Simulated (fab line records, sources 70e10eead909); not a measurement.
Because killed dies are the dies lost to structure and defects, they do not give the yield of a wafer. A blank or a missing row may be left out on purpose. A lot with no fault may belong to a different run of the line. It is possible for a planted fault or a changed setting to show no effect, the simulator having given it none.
Struck lot and sound lot, side by side / flow nandHarc / 32 steps out of a route of 1302
Sound: the wafers L744.2, L744.4, L744.6. Struck: wafer L753.6. (L753.4, L753.5 of the same lot were not struck and are left out.) The cause comes at the end.
Each step with rows lists, per side, the tool, then ch with its chambers, then its first start. Under that, the readings that differ: sound wafers / struck wafers / difference of the means / sigmas: that difference in standard deviations of wafers without a fault.
alike: same words and numbers on both sides, and readings whose means sit less than 2 such deviations apart. not compared: any withheld reading, any reading some wafer has no value for, any bound like >300 that may hide the same value, and any number with overlapping values for which the record gives no deviation.
The two part at a step that has a row with sigmas, a row that says differs or no value, or rows on one side only. Non-overlapping numbers with no deviation appear without sigmas and do not part them. Lack of a reading on every wafer of one side parts them only where that side has two or more wafers.

first, 8 steps without rows for these wafers: NHARC_A_M0_DESCUM_14 (chemistry O2, time 3 s); NHARC_A_M0_ETCH_34 (etches the open film in N2/H2, target depth 40 nm, overetch 12 nm, time 43.94 s); NHARC_A_M0_ETCH_15 (etches the open film in C4F8/Ar, target depth 150 nm, overetch 15 nm, time 82.5 s); NHARC_A_M0_STRIP_18 (strips in N2/H2); NHARC_A_M0_STRIP_19 (strips in post etch residue remover, time 600 s); NHARC_A_M0_DEGAS_28 (time 60 s); NHARC_A_M0_PRE_CLEAN_29 (time 30 s); NHARC_A_M0_PVD_20 (deposits TaN, target thk 5 nm, time 8.06 s).
NHARC_A_M0_PVD_21: deposits Cu, target thk 30 nm, time 20.49 s.
  sound on pvdSputter-03, day 28 15:48; struck on pvdSputter-03, day 32 12:32
  alike: substrateTempC, throttleValvePct
then, 22 steps without rows for these wafers: NHARC_A_M0_ECD_22 (material Cu, target thk 400 nm); NHARC_A_M0_ANNEAL_30 (time 90 s); NHARC_A_M0_CMP_23 (polishes, t overpolish 20 s, target thk 113.75 nm); NHARC_A_M0_SRD_25; NHARC_A_M0_PRE_CLEAN_31 (time 12 s); NHARC_A_M0_DEP_32 (deposits SiCN, target thk 30 nm); NHARC_A_M1_DEP_00 (deposits SiOC, target thk 182.5 nm); NHARC_A_M1_DEHYDRATE_01 (time 120 s); NHARC_A_M1_HMDS_02 (time 30 s); NHARC_A_M1_COAT_34 (time 65 s); NHARC_A_M1_COAT_03 (resist thk 90 nm); NHARC_A_M1_SOFTBAKE_04 (time 55 s); NHARC_A_M1_EBR_05; NHARC_A_M1_EXPOSE_06 (exposes mask A M1, target cd 120 nm); NHARC_A_M1_PEB_07 (peb time 65 s); NHARC_A_M1_DEVELOP_08 (develop time 35 s); NHARC_A_M1_DESCUM_14 (chemistry O2, time 3 s); NHARC_A_M1_ETCH_35 (etches the open film in N2/H2, target depth 40 nm, overetch 12 nm, time 43.94 s); NHARC_A_M1_ETCH_15 (etches the open film in C4F8/Ar, target depth 182.5 nm, time 91.2 s); NHARC_A_M1_STRIP_18 (strips in N2/H2); NHARC_A_M1_ETCH_28 (etches the open film in CF4/N2, target depth 30 nm, time 72.99 s); NHARC_A_M1_STRIP_19 (strips in post etch residue remover, time 600 s).
NHARC_END_SORT_01:
  sound on prober-01 ch 0, day 30 09:46; struck on prober-01 ch 0, day 34 05:11
reading=defectLimitedYield (%); sound=89.7 87.6 88.9; struck=0; difference=-89; sigmas=-31
reading=killedAtArray; sound=67 82 73; struck=674; difference=+600; sigmas=+32
reading=killedDies; sound=70 84 75; struck=677; difference=+601; sigmas=+32
  alike: killedAtOther, killedAtPeriphery, killedOpen, killedShort

## WHERE THEY PART
Only at NHARC_END_SORT_01, within this record.

WHY: what the simulator had put in
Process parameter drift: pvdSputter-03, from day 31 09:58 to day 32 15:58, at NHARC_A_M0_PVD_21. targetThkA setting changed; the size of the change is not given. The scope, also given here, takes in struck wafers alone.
